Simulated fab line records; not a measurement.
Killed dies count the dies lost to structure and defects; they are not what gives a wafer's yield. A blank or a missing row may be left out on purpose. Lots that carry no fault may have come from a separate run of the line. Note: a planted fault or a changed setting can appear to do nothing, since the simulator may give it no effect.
fab line records	flow n5-finfet
record lots=15	wafers=45	last-day=18
route steps=1938 shown BEOL_M0@717 BEOL_M4@1111
lots untouched by any fault: they come from a run of this same line in which no faults occurred
start-h: start of the lot's first displayed wafer, in hours after the record's first day	wait-h: hours elapsed since this lot's preceding step	" the same as in the row above	L1.1+2: several wafers, shown together as one row	- no value, or no start was given	* or withheld: withheld	< > ~ a bound
route shown NAME@n: a module of which the file shows steps, and the number in the route of the first	usual: mean and standard deviation over wafers with no fault	same: alike in all rows	chamber/n: place in a boat	sites: readings site by site	_std_site: standard deviation of those values	_edge_site: the outer-site mean with the inner-site mean subtracted	radius-mm: for every site, how far away it sits from the centre of the wafer	mask NAME#n: copy n	behind: tool/chamber where the wafer was last shaped	hold: the reason the lot was held/the length of the hold in hours/how it ended	device: the n, p or np transistor that did not switch	end of line: at the end of the route, the tests of the same wafers	a step without rows: its recipe alone	killed: dies lost to structure and defects at the first sort, not the wafer's yield	map: a wafer's dies, marking killed ones x, the rest . and places with no die _
set.NAME: the setting the step ran with; set.NAME@STEP: the setting that earlier step ran with	model.NAME: the simulator's own value behind a step, which no gauge read
a sample of lots followed through the steps of the route, with each step as a table and each wafer as a row
services: when a tool's chamber went out of use (start-h, in hours from the record's first day, below 0 if earlier), for how many hours, and the reason
## steps
# step N5_BEOL_M0_STRIP_140
# recipe chemistry=CF4	resist=SiARC	power-w=300	bias-power-w=75	pressure-mtorr=50	cf4-flow-sccm=150	rf-frequency-hz=6e+07
# usual drypump-motor-current-A=5.9/0.37	oes-product-au=0.79/0.083	rf-vpp-V=271.3/1.4	showerhead-plenum-p-Torr=1.79/0.053	throttle-valve-pct=13.42/0.22
lot.wafer	tool	chamber	start-h	wait-h	drypump-motor-current-A	oes-product-au	rf-hours-counter-h	rf-vpp-V	showerhead-plenum-p-Torr	throttle-valve-pct
L204.2	rie-diel-01	0	121.50	0.4	6.2	0.70	241	272.8	1.83	13.49
L204.3	"	2	"	"	5.6	0.77	153	270.7	1.79	13.32
L204.6	"	3	"	"	6.2	0.87	-	274.2	1.90	13.16
L207.2	rie-diel-01	3	129.16	0.2	6.2	0.88	29	274.6	1.89	13.17
L207.3	"	2	"	"	5.6	0.77	157	272.5	1.79	13.32
L207.4	"	1	"	"	5.9	0.92	14	271.7	1.76	13.24
L206.1	rie-diel-01	1	129.22	0.2	5.9	0.91	14	271.4	1.76	13.23
L206.3	"	0	"	"	6.2	0.69	244	272.6	1.83	13.51
L206.4	"	3	"	"	6.2	0.86	29	271.8	1.89	13.15
L209.2	rie-diel-01	3	144.98	0.8	6.2	0.87	35	275.0	1.89	13.16
L209.4	"	1	"	"	5.8	0.88	-	270.7	1.76	13.25
L209.5	"	2	"	"	5.6	0.75	-	269.9	1.78	13.31
L210.1	rie-diel-01	3	147.18	0.2	6.2	0.86	36	272.5	1.89	13.17
L210.3	"	2	"	"	5.6	0.76	163	271.5	1.79	13.34
L210.5	"	3	"	"	6.2	0.86	-	273.5	1.89	13.18
L211.2	rie-diel-02	0	152.41	0.1	5.4	0.79	98	270.8	1.80	13.18
L211.3	"	3	"	"	5.9	0.80	86	273.1	1.81	13.54
L211.6	"	1	"	"	4.8	0.69	-	269.2	1.71	13.58
L212.3	rie-diel-01	3	161.33	0.2	6.2	0.86	41	272.3	1.89	13.19
L212.4	"	1	"	"	5.9	0.88	-	271.9	1.75	13.29
L212.5	"	2	"	"	5.6	0.75	-	271.3	1.78	13.33
L213.3	rie-diel-03	2	167.43	0.3	6.4	0.72	190	269.3	1.71	13.58
L213.5	"	1	"	"	5.8	0.71	-	272.5	1.85	13.56
L213.6	"	3	"	"	6.3	0.70	-	270.3	1.77	13.94
L216.1	rie-diel-02	0	186.04	0.1	5.5	0.78	107	271.0	1.80	13.19
L216.3	"	1	"	"	4.8	0.68	232	268.9	1.71	13.63
L216.5	"	2	"	"	5.6	0.93	-	270.7	1.84	13.69
L214.2	rie-diel-03	2	186.64	0.3	6.4	0.71	199	269.5	1.70	13.56
L214.5	"	3	"	"	6.3	0.68	-	271.5	1.77	13.94
L214.6	"	1	"	"	5.8	0.70	-	272.4	1.85	13.58
L217.2	rie-diel-03	2	188.68	0.1	6.4	0.71	200	269.0	1.70	13.58
L217.4	"	2	"	"	6.4	0.71	-	271.9	1.70	13.56
L217.5	"	1	"	"	5.8	0.71	-	272.5	1.85	13.60
L222.4	rie-diel-01	0	227.57	0.2	6.2	0.89	-	270.6	1.82	13.01
L222.5	"	1	"	"	5.8	0.83	-	271.0	1.75	13.32
L222.6	"	2	"	"	5.6	0.73	-	271.2	1.78	13.40
L223.2	rie-diel-01	1	229.04	0.2	5.9	0.83	52	269.8	1.75	13.34
L223.3	"	2	"	"	5.6	0.73	198	268.8	1.78	13.37
L223.4	"	0	"	"	6.2	0.89	-	270.6	1.82	13.01
L224.1	rie-diel-03	3	237.74	0.1	6.3	0.96	2	271.4	1.77	13.39
L224.4	"	1	"	"	5.8	0.70	229	273.2	1.84	13.66
L224.5	"	1	"	"	5.8	0.69	-	271.9	1.84	13.67
L227.1	rie-diel-03	2	264.31	0.1	6.4	0.69	230	268.8	1.70	13.63
L227.3	"	1	"	"	5.8	0.68	238	271.5	1.84	13.68
L227.5	"	3	"	"	6.3	0.92	-	271.4	1.76	13.41
# step N5_BEOL_M0_CVD_115
# recipe material=Co	target-thk-a=*	temp-c=withheld	precursor=CCTBA/H2	pressure-torr=30	time-s=120
# usual run-length-s=143.3/0.45
lot.wafer	tool	chamber	start-h	wait-h	run-length-s
L204.2	cvd-co-01	2	123.29	0.1	143.9
L204.3	"	1	"	"	142.7
L204.6	"	1	"	"	143.1
L207.2	cvd-co-02	0	130.45	0.2	142.8
L207.3	"	0	"	"	143.0
L207.4	"	2	"	"	143.7
L206.1	cvd-co-02	2	130.74	0.3	143.2
L206.3	"	0	"	"	142.6
L206.4	"	2	"	"	143.3
L209.2	cvd-co-01	1	147.79	0.0	143.1
L209.4	"	0	"	"	143.4
L209.5	"	1	"	"	142.9
L210.1	cvd-co-02	0	148.78	0.0	143.1
L210.3	"	1	"	"	144.2
L210.5	"	2	"	"	143.3
L211.2	cvd-co-01	0	153.37	0.0	144.1
L211.3	"	1	"	"	142.6
L211.6	"	0	"	"	143.6
L212.3	cvd-co-01	2	163.43	0.1	143.3
L212.4	"	0	"	"	143.4
L212.5	"	1	"	"	143.2
L213.3	cvd-co-02	2	169.26	0.1	143.8
L213.5	"	2	"	"	143.6
L213.6	"	1	"	"	143.3
L216.1	cvd-co-02	2	188.55	0.3	114.8
L216.3	"	0	"	"	114.0
L216.5	"	2	"	"	114.9
L214.2	cvd-co-02	2	188.63	0.1	114.6
L214.5	"	2	"	"	114.6
L214.6	"	1	"	"	114.9
L217.2	cvd-co-02	1	190.53	0.1	115.6
L217.4	"	1	"	"	114.9
L217.5	"	0	"	"	114.1
L222.4	cvd-co-01	1	228.99	0.1	143.3
L222.5	"	0	"	"	144.4
L222.6	"	2	"	"	143.7
L223.2	cvd-co-01	1	232.13	0.0	142.8
L223.3	"	0	"	"	143.8
L223.4	"	0	"	"	143.9
L224.1	cvd-co-01	1	239.67	0.5	142.5
L224.4	"	2	"	"	143.7
L224.5	"	1	"	"	143.2
L227.1	cvd-co-01	0	265.90	0.3	143.7
L227.3	"	2	"	"	144.0
L227.5	"	2	"	"	143.4
# step N5_BEOL_M0_SPUTTER_116
# recipe material=Cu	target-thk-a=40	temp-c=-20	chamber-pressure-pa=0.07	power-w=withheld	time-s=7.37
# usual throttle-valve-pct=30.8/0.74
lot.wafer	tool	chamber	start-h	wait-h	throttle-valve-pct
L204.2	pvd-sputter-03	-	123.39	0.1	30.8
L204.3	"	-	"	"	29.4
L204.6	"	-	"	"	30.5
L207.2	pvd-sputter-01	-	131.96	1.5	30.4
L207.3	"	-	"	"	31.1
L207.4	"	-	"	"	31.9
L206.1	pvd-sputter-03	-	132.04	1.3	31.2
L206.3	"	-	"	"	30.1
L206.4	"	-	"	"	29.6
L209.2	pvd-sputter-03	-	147.95	0.1	31.1
L209.4	"	-	"	"	29.5
L209.5	"	-	"	"	31.4
L210.1	pvd-sputter-01	-	148.88	0.1	30.6
L210.3	"	-	"	"	31.2
L210.5	"	-	"	"	30.2
L211.2	pvd-sputter-03	-	153.47	0.1	30.5
L211.3	"	-	"	"	30.1
L211.6	"	-	"	"	29.5
L212.3	pvd-sputter-01	-	163.56	0.1	31.9
L212.4	"	-	"	"	30.2
L212.5	"	-	"	"	32.1
L213.3	pvd-sputter-01	-	169.43	0.1	30.9
L213.5	"	-	"	"	30.8
L213.6	"	-	"	"	30.5
L216.1	pvd-sputter-03	-	188.65	0.1	29.9
L216.3	"	-	"	"	30.4
L216.5	"	-	"	"	30.4
L214.2	pvd-sputter-01	-	188.76	0.1	30.7
L214.5	"	-	"	"	31.9
L214.6	"	-	"	"	31.1
L217.2	pvd-sputter-02	-	190.63	0.1	30.5
L217.4	"	-	"	"	31.0
L217.5	"	-	"	"	31.3
L222.4	pvd-sputter-01	-	229.10	0.1	31.2
L222.5	"	-	"	"	31.4
L222.6	"	-	"	"	30.5
L223.2	pvd-sputter-03	-	232.53	0.4	31.2
L223.3	"	-	"	"	30.5
L223.4	"	-	"	"	30.1
L224.1	pvd-sputter-03	-	242.85	3.1	30.7
L224.4	"	-	"	"	30.5
L224.5	"	-	"	"	29.5
L227.1	pvd-sputter-02	-	267.39	1.5	30.0
L227.3	"	-	"	"	31.3
L227.5	"	-	"	"	31.2
# step N5_BEOL_M0_SPUTTER_132
# recipe material=Cu	target-thk-a=40	temp-c=-20	chamber-pressure-pa=0.07	power-w=withheld	time-s=7.37
# usual throttle-valve-pct=30.8/0.75
lot.wafer	tool	chamber	start-h	wait-h	throttle-valve-pct
L204.2	pvd-sputter-03	-	123.51	0.0	30.8
L204.3	"	-	"	"	29.2
L204.6	"	-	"	"	30.6
L207.2	pvd-sputter-01	-	132.08	0.0	30.7
L207.3	"	-	"	"	31.5
L207.4	"	-	"	"	31.6
L206.1	pvd-sputter-03	-	132.16	0.0	31.0
L206.3	"	-	"	"	30.2
L206.4	"	-	"	"	29.3
L209.2	pvd-sputter-03	-	148.07	0.0	31.0
L209.4	"	-	"	"	29.0
L209.5	"	-	"	"	31.2
L210.1	pvd-sputter-01	-	149.00	0.0	30.9
L210.3	"	-	"	"	31.3
L210.5	"	-	"	"	30.4
L211.2	pvd-sputter-03	-	153.59	0.0	30.5
L211.3	"	-	"	"	30.2
L211.6	"	-	"	"	29.3
L212.3	pvd-sputter-01	-	163.68	0.0	31.6
L212.4	"	-	"	"	30.3
L212.5	"	-	"	"	31.8
L213.3	pvd-sputter-01	-	169.55	0.0	31.0
L213.5	"	-	"	"	30.7
L213.6	"	-	"	"	30.4
L216.1	pvd-sputter-03	-	188.77	0.0	30.1
L216.3	"	-	"	"	30.7
L216.5	"	-	"	"	30.1
L214.2	pvd-sputter-01	-	188.88	0.0	30.7
L214.5	"	-	"	"	31.9
L214.6	"	-	"	"	31.5
L217.2	pvd-sputter-02	-	190.75	0.0	30.0
L217.4	"	-	"	"	31.0
L217.5	"	-	"	"	31.0
L222.4	pvd-sputter-01	-	229.22	0.0	31.0
L222.5	"	-	"	"	31.2
L222.6	"	-	"	"	30.3
L223.2	pvd-sputter-03	-	232.65	0.0	31.2
L223.3	"	-	"	"	30.8
L223.4	"	-	"	"	30.3
L224.1	pvd-sputter-03	-	242.97	0.0	31.1
L224.4	"	-	"	"	30.8
L224.5	"	-	"	"	29.3
L227.1	pvd-sputter-02	-	267.51	0.0	30.3
L227.3	"	-	"	"	30.8
L227.5	"	-	"	"	31.2
# step N5_BEOL_M4_RC_MEAS_101
# usual DIBL_N=36.4/1.2	DIBL_P=36.1/1.6	IOFF_N=0.156/0.024	IOFF_P=0.21/0.031	ION_N=674/11	ION_P=463/6.9	SS_N=71.5/0.5	SS_P=73.2/0.55	VT_N=250.0/2.9	VT_P=-250/3.6
lot.wafer	tool	chamber	start-h	wait-h	DIBL_N[mV/V]	DIBL_P[mV/V]	IOFF_N[nA/um]	IOFF_P[nA/um]	ION_N[uA/um]	ION_P[uA/um]	SS_N[mV/dec]	SS_P[mV/dec]	VT_N[mV]	VT_P[mV]
L204.2	prober-02	0	166.60	0.2	37.7	38.4	0.178	0.22	671	462	72.2	73.5	250.2	-250
L204.3	"	0	"	"	35.5	36.8	0.155	0.20	675	464	71.2	72.9	251.4	-251
L204.6	"	0	"	"	36.2	37.6	0.157	0.20	679	464	70.8	72.7	250.2	-252
L206.1	prober-01	0	173.74	0.0	37.3	38.3	0.181	0.23	680	469	72.1	73.3	247.3	-250
L206.3	"	0	"	"	38.7	39.4	0.208	0.24	684	464	72.1	73.8	244.2	-249
L206.4	"	0	"	"	36.8	37.6	0.167	0.21	674	459	72.4	73.3	247.0	-251
L207.2	prober-02	0	174.43	0.2	35.5	36.6	0.160	0.20	675	456	71.5	73.7	248.2	-252
L207.3	"	0	"	"	35.4	36.2	0.146	0.18	661	450	71.3	73.5	250.2	-257
L207.4	"	0	"	"	37.9	39.3	0.207	0.24	679	463	71.7	75.0	244.5	-249
L210.1	prober-01	0	191.95	0.0	36.8	35.8	0.182	0.28	676	470	71.2	73.6	250.4	-245
L210.3	"	0	"	"	38.0	36.4	0.195	0.28	683	467	72.1	74.5	247.6	-242
L210.5	"	0	"	"	37.1	36.3	0.185	0.29	681	471	71.8	73.5	247.4	-243
L209.2	prober-01	0	193.78	0.2	35.2	34.7	0.133	0.20	668	468	71.4	73.0	250.7	-249
L209.4	"	0	"	"	35.9	36.4	0.144	0.22	671	468	72.3	73.8	251.6	-246
L209.5	"	0	"	"	35.2	34.3	0.134	0.20	665	461	71.2	72.9	253.1	-250
L211.2	prober-02	0	195.98	0.2	34.6	33.9	0.136	0.20	661	466	70.7	73.5	250.5	-249
L211.3	"	0	"	"	35.2	35.1	0.148	0.22	678	468	71.2	73.2	251.3	-247
L211.6	"	0	"	"	36.4	36.3	0.181	0.25	688	482	71.6	73.9	246.8	-246
L212.3	prober-02	0	203.22	0.3	38.4	38.1	0.182	0.22	684	467	71.4	73.2	248.8	-250
L212.4	"	0	"	"	37.3	38.3	0.173	0.21	677	461	72.0	72.5	247.9	-248
L212.5	"	0	"	"	37.4	37.4	0.163	0.19	683	466	71.9	73.1	249.7	-249
L213.3	prober-02	0	222.35	0.3	39.1	38.8	0.219	0.26	698	476	72.2	73.5	243.5	-246
L213.5	"	0	"	"	37.1	35.5	0.158	0.21	676	466	71.5	73.5	249.8	-249
L213.6	"	0	"	"	38.8	38.1	0.207	0.25	698	471	71.7	73.9	244.3	-246
L214.2	prober-02	0	226.14	0.3	36.3	35.8	0.159	0.21	687	467	71.9	73.7	249.2	-251
L214.5	"	0	"	"	36.3	35.8	0.161	0.21	685	472	71.1	74.1	248.0	-251
L214.6	"	0	"	"	36.1	35.7	0.152	0.21	668	458	70.8	73.5	249.3	-250
L216.1	prober-01	0	227.28	0.0	34.6	32.7	0.127	0.18	661	454	71.4	72.3	255.9	-252
L216.3	"	0	"	"	34.1	32.2	0.117	0.17	660	453	71.3	72.0	255.5	-253
L216.5	"	0	"	"	36.6	35.1	0.156	0.21	678	460	71.4	73.0	250.3	-249
L217.2	prober-01	0	242.19	0.2	37.0	35.7	0.143	0.17	665	455	72.0	73.3	250.7	-259
L217.4	"	0	"	"	37.7	36.9	0.156	0.18	684	458	72.1	73.2	249.1	-258
L217.5	"	0	"	"	36.5	35.4	0.135	0.16	667	454	71.4	73.1	252.3	-259
L223.2	prober-01	0	276.94	0.2	37.7	36.7	0.175	0.25	679	467	71.8	73.3	247.2	-247
L223.3	"	0	"	"	37.7	37.1	0.186	0.26	688	470	71.7	74.1	247.7	-247
L223.4	"	0	"	"	36.4	34.8	0.149	0.22	661	463	71.0	73.3	250.1	-248
L222.4	prober-01	0	283.16	0.5	33.6	34.5	0.101	0.16	653	455	70.5	73.0	258.6	-256
L222.5	"	0	"	"	34.9	36.2	0.126	0.18	663	460	71.2	72.9	253.7	-254
L222.6	"	0	"	"	34.4	35.3	0.112	0.17	657	457	70.8	72.4	257.3	-256
L224.1	prober-02	0	284.30	0.0	34.0	34.0	0.129	0.18	667	467	71.0	73.1	252.9	-249
L224.4	"	0	"	"	34.5	35.2	0.134	0.20	670	467	71.1	72.5	249.4	-250
L224.5	"	0	"	"	34.4	33.8	0.120	0.18	660	459	70.2	72.6	251.6	-250
L227.1	prober-01	0	314.74	0.0	35.8	35.8	0.156	0.19	678	464	71.4	73.8	248.1	-253
L227.3	"	0	"	"	35.0	34.4	0.141	0.17	674	452	72.0	73.3	251.6	-255
L227.5	"	0	"	"	35.1	34.8	0.140	0.17	681	464	71.5	72.8	248.5	-254
## services
tool	chamber	start-h	hours	kind
cvd-co-02	1	114.77	-	clean
cvd-co-02	1	114.77	22.0	scheduled-down
cvd-co-02	1	114.77	22.0	vent-cycle
pvd-sputter-02	-	115.51	1.1	repair
rie-diel-01	1	121.69	7.3	repair
cvd-co-01	-	139.25	1.2	repair
rie-diel-01	0	144.08	-	clean
rie-diel-01	0	144.08	-	consumable-replace:focus-ring
rie-diel-01	0	144.08	27.9	scheduled-down
rie-diel-01	0	144.08	27.9	vent-cycle
rie-diel-02	3	152.96	1.8	repair
cvd-co-02	0	164.38	13.9	repair
rie-diel-03	0	165.62	14.4	repair
cvd-co-01	-	168.86	1.6	repair
rie-diel-01	1	172.82	7.6	repair
cvd-co-02	-	174.31	6.0	pm
rie-diel-02	0	174.77	2.9	repair
rie-diel-03	0	180.07	-	clean
rie-diel-03	0	180.07	-	consumable-replace:focus-ring
rie-diel-03	0	180.07	19.5	scheduled-down
rie-diel-03	0	180.07	19.5	vent-cycle
cvd-co-01	-	183.26	5.3	repair
cvd-co-02	-	225.46	0.6	repair
rie-diel-01	3	225.93	4.2	repair
## key
first-sign step=N5_BEOL_M0_CVD_115	reading=run-length-s	direction=down	sigmas=63	usual=*	struck=*
effect none on later readings
met-at N5_BEOL_M0_CVD_115
struck-lots L214,L216,L217
rows-end L216.1,L216.3,L216.5,L217.2,L217.4,L217.5
sort-left-out L214.2,L214.5,L214.6
not-acting-at N5_BEOL_M0_STRIP_140,N5_BEOL_M0_SPUTTER_116,N5_BEOL_M0_SPUTTER_132
earlier-fault kind=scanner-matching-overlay	tool=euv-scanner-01	chamber=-	onset-h=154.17	steps=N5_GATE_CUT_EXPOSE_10	offset=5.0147
fault kind=process-parameter-drift	tool=cvd-co-02	chamber=-	onset-h=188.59	steps=N5_BEOL_M0_CVD_115	channel=time-s	offset=*	shape=step	acts-in=*	stated=*
# sort-left-out: the simulated sort isn't trusted on such a fault, so these wafers' sort isn't shown, and their yield isn't known
# rows-end: these wafers met a further fault down the route, and their rows from its step on are left out
